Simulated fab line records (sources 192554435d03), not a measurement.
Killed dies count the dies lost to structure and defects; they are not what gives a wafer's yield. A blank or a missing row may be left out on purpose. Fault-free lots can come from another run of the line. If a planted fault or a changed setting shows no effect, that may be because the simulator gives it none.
Matching of chambers + flow n5 finfet + cmp-04 running N5_GATE_CUT_CMP_43: 4 sister chambers
The step polishes SiO2. 8 wafers are shown with their chamber, then 8 later ones without.

== EACH WAFER AND ITS CHAMBER ==
| wafer  | chamber | motor current A (A) | edge zone pressure frac |
|--------|---------|---------------------|-------------------------|
| L077.2 | 3       | 12.0                | 0.997                   |
| L077.4 | 1       | 12.0                | 0.992                   |
| L077.6 | 1       | 11.5                | 0.994                   |
| L081.4 | 3       | 12.1                | 1.009                   |
| L086.2 | 0       | 11.3                | 0.993                   |
| L090.2 | 0       | 11.0                | 1.001                   |
| L090.6 | 2       | 13.5                | 1.007                   |
| L091.2 | 2       | 13.1                | 1.004                   |

== WAFERS WHOSE CHAMBER IS MISSING ==
| wafer  | motor current A (A) | edge zone pressure frac |
|--------|---------------------|-------------------------|
| L091.3 | 11.6                | 1.001                   |
| L091.6 | 11.6                | 0.995                   |
| L092.2 | 10.6                | 0.998                   |
| L092.3 | 13.5                | 1.008                   |
| L092.4 | 12.6                | 1.000                   |
| L096.1 | 10.6                | 0.996                   |
| L096.3 | 12.0                | 1.002                   |
| L096.4 | 11.8                | 0.999                   |

== WHICH CHAMBER EACH ONE RAN IN ==
| wafer  | from the rows above          | in truth |
|--------|------------------------------|----------|
| L091.3 | can't be placed: 1 or 3 or 0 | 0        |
| L091.6 | can't be placed: 1 or 0 or 3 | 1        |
| L092.2 | 0                            | 0        |
| L092.3 | 2                            | 2        |
| L092.4 | can't be placed: 3 or 2 or 1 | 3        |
| L096.1 | 0                            | 0        |
| L096.3 | can't be placed: 3 or 1      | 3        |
| L096.4 | can't be placed: 1 or 3 or 0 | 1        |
Correct placement for 3 of the 8. Cannot be placed on the basis of these rows: 5; the candidates contain the true chamber in 5. Placed wrongly: 0.
How it was worked out, from the rows above alone: a wafer's distance from a chamber is the root of the sum, over the readings, of the square of ((its reading less the chamber's mean) divided by the reading's scatter). If the next closest chamber is less than 2 further off than the closest, the wafer can't be placed; otherwise it belongs to the closest. For every chamber, the mean is computed from those of its wafers that are shown. The scatter is the square root of a quotient: the sum, over the shown wafers, of each reading's squared deviation from its chamber's mean, divided by wafers minus chambers.
